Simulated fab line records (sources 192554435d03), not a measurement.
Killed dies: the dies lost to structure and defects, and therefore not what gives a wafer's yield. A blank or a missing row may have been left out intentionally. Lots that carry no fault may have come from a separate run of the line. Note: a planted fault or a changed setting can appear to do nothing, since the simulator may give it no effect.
3 desks, one fault / flow n5_finfet / numbers are kept per desk, each desk with only its own; the story behind them comes last

## THE DEFECT DESK
What the inspections along the route counted, lot by lot: means of the sampled wafers that have a number. If a lot's mean is further than 4 standard deviations from the usual mean, the lot is out of limits and carries the mark OUT (the distance appears in the brackets).
Columns: A = raw_defect_count at N5_BEOL_M4_INSPECT_30, usual 411
lot=L774; first seen here=day 8 15:01; A=467
lot=L775; first seen here=day 8 17:40; A=436
lot=L778; first seen here=day 9 06:58; A=488
lot=L780; first seen here=day 10 07:56; A=323
lot=L783; first seen here=day 10 12:10; A=393
lot=L790; first seen here=day 12 13:05; A=286
lot=L793; first seen here=day 13 05:20; A=370
lot=L794; first seen here=day 13 08:49; A=387
lot=L796; first seen here=day 14 23:14; A=375
This desk's verdict: no lot among the 9 shows anything out of limits.

## METROLOGY DESK
Lot by lot, what the gauges showed, no matter which tool ran the lot: averages of those sampled wafers that carry a number. If a lot's mean is further than 4 standard deviations from the usual mean, the lot is out of limits and carries the mark OUT (the distance appears in the brackets). 7 of its 14 readings are shown: the first one out of limits and those lying furthest out on some lot.
Columns: A = trench_depth_nm at N5_BEOL_M4_OCD_MEAS_38, usual 55.9 nm; B = M4_THK at N5_BEOL_M4_THK_MEAS_53, usual 40.9 nm; C = M4_RS at N5_BEOL_M4_RS_MEAS_58, usual 0.659 ohm/sq; D = DIBL_P at N5_BEOL_M4_RC_MEAS_101, usual 36.8 mV/V; E = ION_P at N5_BEOL_M4_RC_MEAS_101, usual 462 uA/um; F = SS_N at N5_BEOL_M4_RC_MEAS_101, usual 71.6 mV/dec; G = VT_P at N5_BEOL_M4_RC_MEAS_101, usual -251 mV
lot=L774; first seen here=day 8 21:20; A=56.2; B=39.5; C=0.683; D=35.4; E=458; F=70.6; G=-256
lot=L775; first seen here=day 9 03:44; A=55.6; B=41.3; C=0.652; D=36.3; E=454; F=71.4; G=-253
lot=L778; first seen here=day 10 09:37; A=56.2; B=38.9; C=0.693; D=39.2; E=464; F=72.4; G=-252
lot=L780; first seen here=day 10 12:57; A=56.0; B=40.3; C=0.668; D=38.5; E=464; F=71.8; G=-249
lot=L783; first seen here=day 11 01:10; A=55.8; B=41.8; C=0.637; D=35.9; E=474; F=71.5; G=-249
lot=L790; first seen here=day 13 07:02; A=43.3 (-18) OUT; B=27.5 (-9.5) OUT; C=1.724 (+41) OUT; D=36.1; E=451; F=71.7; G=-251
lot=L793; first seen here=day 13 13:34; A=43.5 (-17) OUT; B=28.1 (-9.1) OUT; C=1.500 (+32) OUT; D=34.5; E=469; F=71.0; G=-249
lot=L794; first seen here=day 13 22:31; A=55.9; B=40.3; C=0.672; D=36.8; E=466; F=72.0; G=-250
lot=L796; first seen here=day 15 04:50; A=55.9; B=43.1; C=0.630; D=37.2; E=464; F=71.2; G=-251
Finding of this desk: L790, L793 out of limits; the first was L790 at day 13 07:02, on trench_depth_nm at N5_BEOL_M4_OCD_MEAS_38. In limits: L774, L775, L778, L780, L783, L794, L796.

## TOOL OWNER'S DESK, rie_diel-01
The tool's own readings at N5_BEOL_M4_TRENCH_ETCH_37 (etches SiOC in C4F6/O2, target depth 55.555 nm, time 29.2 s): means of the sampled wafers that have a number, for each lot that ran on this tool. If a lot's mean is further than 4 standard deviations from the usual mean, the lot is out of limits and carries the mark OUT (the distance appears in the brackets).
Columns: A = drypump_motor_current_A at N5_BEOL_M4_TRENCH_ETCH_37, usual 5.6 A; B = oes_product_au at N5_BEOL_M4_TRENCH_ETCH_37, usual 0.83 a.u.; C = rf_vpp_V at N5_BEOL_M4_TRENCH_ETCH_37, usual 668 V; D = run_length_s at N5_BEOL_M4_TRENCH_ETCH_37, usual 52.7 s; E = showerhead_plenum_p_Torr at N5_BEOL_M4_TRENCH_ETCH_37, usual 2.89 Torr; F = throttle_valve_pct at N5_BEOL_M4_TRENCH_ETCH_37, usual 20.81 %
lot=L774; first seen here=day 8 21:11; A=5.8; B=0.86; C=666; D=52.8; E=2.89; F=20.78
lot=L778; first seen here=day 10 09:28; A=6.1; B=0.84; C=662; D=52.6; E=2.81; F=20.86
lot=L780; first seen here=day 10 12:48; A=5.2; B=0.87; C=675; D=52.8; E=3.01; F=20.80
lot=L783; first seen here=day 11 01:01; A=5.9; B=0.81; C=664; D=52.8; E=2.84; F=20.81
lot=L790; first seen here=day 13 06:53; A=5.4; B=0.80; C=672; D=46.2 (-14) OUT; E=2.92; F=20.81
lot=L793; first seen here=day 13 13:25; A=6.0; B=0.80; C=663; D=46.3 (-13) OUT; E=2.81; F=20.88
Finding of this desk: L790, L793 out of limits; the first was L790 at day 13 06:53, on run_length_s at N5_BEOL_M4_TRENCH_ETCH_37. In limits: L774, L778, L780, L783.

## ALL TOGETHER
On L790, L793, at day 13 06:53, an alarm was possible from the tool owner's desk.
The metrology desk could have raised an alarm at day 13 07:02, on L790, L793.
Nothing out of limits was seen by the defect desk.
The defect desk has L790, L793 on record, within its limits.
The lots listed all ran N5_BEOL_M4_TRENCH_ETCH_37 on rie_diel-01.

## WHAT WAS PUT IN BY THE SIMULATOR
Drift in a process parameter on rie_diel-01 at N5_BEOL_M4_TRENCH_ETCH_37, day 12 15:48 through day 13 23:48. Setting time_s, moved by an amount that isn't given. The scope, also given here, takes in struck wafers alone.
Struck lots among those shown: L790, L793.
Fault start to first reading out of limits, in hours, per desk: tool owner, 15; metrology, 15.
